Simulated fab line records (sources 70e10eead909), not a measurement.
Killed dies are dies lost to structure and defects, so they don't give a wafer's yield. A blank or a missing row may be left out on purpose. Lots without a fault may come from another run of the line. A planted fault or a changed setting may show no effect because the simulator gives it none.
Chamber matching -- flow nand-harc -- NHARC_A_STAIRCASE_ETCH_188 on rie-diel-06 has 4 sister chambers
The step etches the open film in C4F8/O2, target depth 100 nm, time 40.5 s. 16 wafers are shown with their chamber, then 8 later ones without.

== WAFERS, EACH WITH ITS CHAMBER ==
wafer,chamber,rf-vpp-V (V),chamber-pressure-mTorr (mTorr),bias-w (W)
L667.2,3,893,25.023,1000
L667.4,0,895,24.952,1000
L667.5,3,891,25.024,999
L670.1,1,900,24.989,1003
L670.2,0,895,25.011,1000
L670.4,2,896,24.954,1006
L669.3,3,891,25.023,996
L669.4,1,899,25.023,1000
L669.5,2,896,24.985,1000
L672.3,0,894,25.006,1002
L672.5,2,898,24.983,1001
L672.6,3,889,25.008,1002
L678.2,2,896,25.000,999
L678.5,1,899,24.990,1001
L678.6,2,895,24.992,1005
L685.2,3,891,25.010,1002

SIGNATURES (means of the wafers above)
reading,chamber 0,chamber 1,chamber 2,chamber 3,scatter within a chamber
rf-vpp-V,894.67,899.33,896.20,891.00,1.09
chamber-pressure-mTorr,24.98967,25.00067,24.98280,25.01760,0.019
bias-w,1000.67,1001.33,1002.20,999.80,2.43
Rule: a wafer lies at a distance from a chamber equal to the root of the sum of squares, over the readings, of (its reading less the chamber's mean, divided by the reading's scatter). The wafer belongs to the nearest chamber; if the next one is less than 2 further off, it can't be placed. The scatter: take each reading less its chamber's mean, square it, sum over the shown wafers, divide by the number of wafers less the number of chambers, and take the root.

== WAFERS WITH NO CHAMBER GIVEN ==
wafer,rf-vpp-V (V),chamber-pressure-mTorr (mTorr),bias-w (W)
L685.3,898,25.016,1000
L685.4,898,24.970,1002
L686.2,894,24.994,994
L686.4,889,24.965,995
L686.5,898,25.014,1001
L688.1,890,24.948,998
L688.3,895,24.995,1003
L688.6,895,24.969,1003

== CHAMBER TAKEN BY EACH ==
wafer,from the rows above,in truth
L685.3,can't be placed: 1 or 2 or 0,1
L685.4,can't be placed: 2 or 1 or 0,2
L686.2,can't be placed: 0 or 3 or 2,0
L686.4,3,3
L686.5,can't be placed: 1 or 2 or 0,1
L688.1,can't be placed: 3 or 0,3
L688.3,can't be placed: 0 or 2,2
L688.6,can't be placed: 2 or 0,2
Placed correctly: 1 of 8. Unplaceable from these rows: 7, with the true chamber sitting among the candidates in 7. Wrongly placed: 0.
